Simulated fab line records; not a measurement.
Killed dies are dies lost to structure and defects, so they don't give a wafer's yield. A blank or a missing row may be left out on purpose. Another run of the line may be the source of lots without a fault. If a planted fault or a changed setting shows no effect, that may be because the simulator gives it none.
Which tool did it? | flow nandHarc | Sampling: 6 lots, 18 wafers, 5 of 1159 route steps

WHAT THE GAUGES SHOWED, per wafer
NHARC_END_SORT_01.
lot  | measured     | on        | killedAtPeriphery
L771 | day 23 20:16 | prober-01 | 4 4 1
L775 | day 25 04:28 | prober-01 | 3 4 2

EACH LOT AND THE TOOL THAT RAN IT (in order: tool; ch and the chambers of the sampled wafers; start)
lot  | NHARC_A_CHANNEL_HOLE_D1_ETCH_20 | NHARC_A_CHANNEL_HOLE_D1_ETCH_22 | NHARC_A_CHANNEL_FILL_D1_ALD_16  | NHARC_A_CHANNEL_FILL_D1_ETCHBACK_08
L756 | harEtch-02 ch 0,1, day 9 09:32  | harEtch-02 ch 0,1, day 9 10:20  | aldHk-02 ch 0,1,2, day 10 03:39 | rieDiel-03 ch 0,2, no start
L757 | harEtch-02 ch 0,1, day 9 16:01  | harEtch-02 ch 0,1, day 9 16:47  | aldHk-02 ch 1,2,3, day 10 10:11 | rieDiel-07 ch 1,2, no start
L764 | harEtch-02 ch 0,1, day 11 13:31 | harEtch-02 ch 0,1, day 11 14:16 | aldHk-02 ch 0,1,3, day 12 06:43 | rieDiel-12 ch 1,2,3, no start
L771 | harEtch-01 ch 0,1, day 12 19:13 | harEtch-01 ch 0,1, day 12 19:58 | aldHk-02 ch 0,2, day 13 14:49   | rieDiel-03 ch 0,3, day 23 20:16 or earlier
L774 | harEtch-02 ch 0,1, day 14 02:28 | harEtch-02 ch 0,1, day 14 03:13 | aldHk-02 ch 1,2,3, day 14 20:59 | rieDiel-03 ch 0,1,3, no start
L775 | harEtch-01 ch 0,1, day 14 10:07 | harEtch-01 ch 0,1, day 14 10:52 | aldHk-02 ch 0,1, day 15 04:26   | rieDiel-07 ch 1,2,3, day 25 04:28 or earlier
- NHARC_A_CHANNEL_HOLE_D1_ETCH_20: etches the open film in C4F8/O2/Ar, time 361.9 s, target depth 1600 nm.
- NHARC_A_CHANNEL_HOLE_D1_ETCH_22: etches the open film in C4F8/O2/Ar, time 666.7 s, target depth 1600 nm.
- NHARC_A_CHANNEL_FILL_D1_ALD_16: deposits SiO2, target thk 1.5 nm, pulse time 10 s, ald cycles 15.
- NHARC_A_CHANNEL_FILL_D1_ETCHBACK_08: etches the open film in C4F8, target depth 220 nm, time 110 s.

THE ANSWER, worked out from the rows above alone
Rule: the usual values come from the lots themselves. Put in order of their means at a reading, lots are off if they are a third of the lots or fewer, leave a main group of 4 or more, and stand apart from it by a gap of 3 or more times the standard deviation of the main group's means; of several such gaps the widest counts. Not used: any main group whose means are identical at the precision the tables above print for the reading. Also off: a lot with no number at a reading for which 4 or more lots have one. All remaining lots with rows at the step are treated as sound.
None of the lots is off at any reading shown; this tells nothing.

WHAT WAS PUT IN BY THE SIMULATOR
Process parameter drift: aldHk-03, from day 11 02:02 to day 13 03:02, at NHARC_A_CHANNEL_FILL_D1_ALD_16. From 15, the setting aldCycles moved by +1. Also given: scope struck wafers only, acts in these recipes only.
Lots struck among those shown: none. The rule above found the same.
